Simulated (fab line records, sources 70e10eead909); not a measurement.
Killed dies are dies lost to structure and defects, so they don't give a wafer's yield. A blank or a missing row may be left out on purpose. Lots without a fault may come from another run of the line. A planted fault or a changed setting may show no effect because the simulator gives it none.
Chamber matching | flow nand_harc | NHARC_A_STAIRCASE_DEP_151 on pecvd-04: 3 sister chambers
The step deposits SiO2, target thk 7200 nm. 6 wafers are shown with their chamber, then 7 later ones without.

WAFERS WITH THEIR CHAMBER
wafer  | chamber | heater_power_w (W)
L083.3 | 0       | 639
L083.4 | 0       | 504
L086.5 | 2       | 586
L086.6 | 1       | 516
L087.1 | 1       | 579
L087.3 | 2       | 600

WAFERS WITHOUT THEIR CHAMBER
wafer  | heater_power_w (W)
L087.5 | 513
L095.1 | 575
L095.3 | 663
L095.4 | 500
L096.1 | 644
L096.3 | 646
L096.6 | 521

WHICH CHAMBER EACH WENT THROUGH
wafer  | from the rows above          | in truth
L087.5 | can't be placed: 1 or 0 or 2 | 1
L095.1 | can't be placed: 0 or 2 or 1 | 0
L095.3 | can't be placed: 2 or 0 or 1 | 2
L095.4 | can't be placed: 1 or 0 or 2 | 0
L096.1 | can't be placed: 2 or 0 or 1 | 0
L096.3 | can't be placed: 2 or 0 or 1 | 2
L096.6 | can't be placed: 1 or 0 or 2 | 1
Placed correctly: 0 of 7. Can't be placed from these rows: 7 (the true chamber is among the candidates in 7). Placed wrongly: 0.
How it was worked out, from the rows above alone: a wafer's distance from a chamber is the root of the sum, over the readings, of the square of ((its reading less the chamber's mean) divided by the reading's scatter). The wafer belongs to the nearest chamber; if the next one is less than 2 further off, it can't be placed. A chamber's mean is the mean of its shown wafers. The scatter: the root of (the sum of the squares of (reading less its chamber's mean) over the shown wafers, divided by (wafers less chambers)).
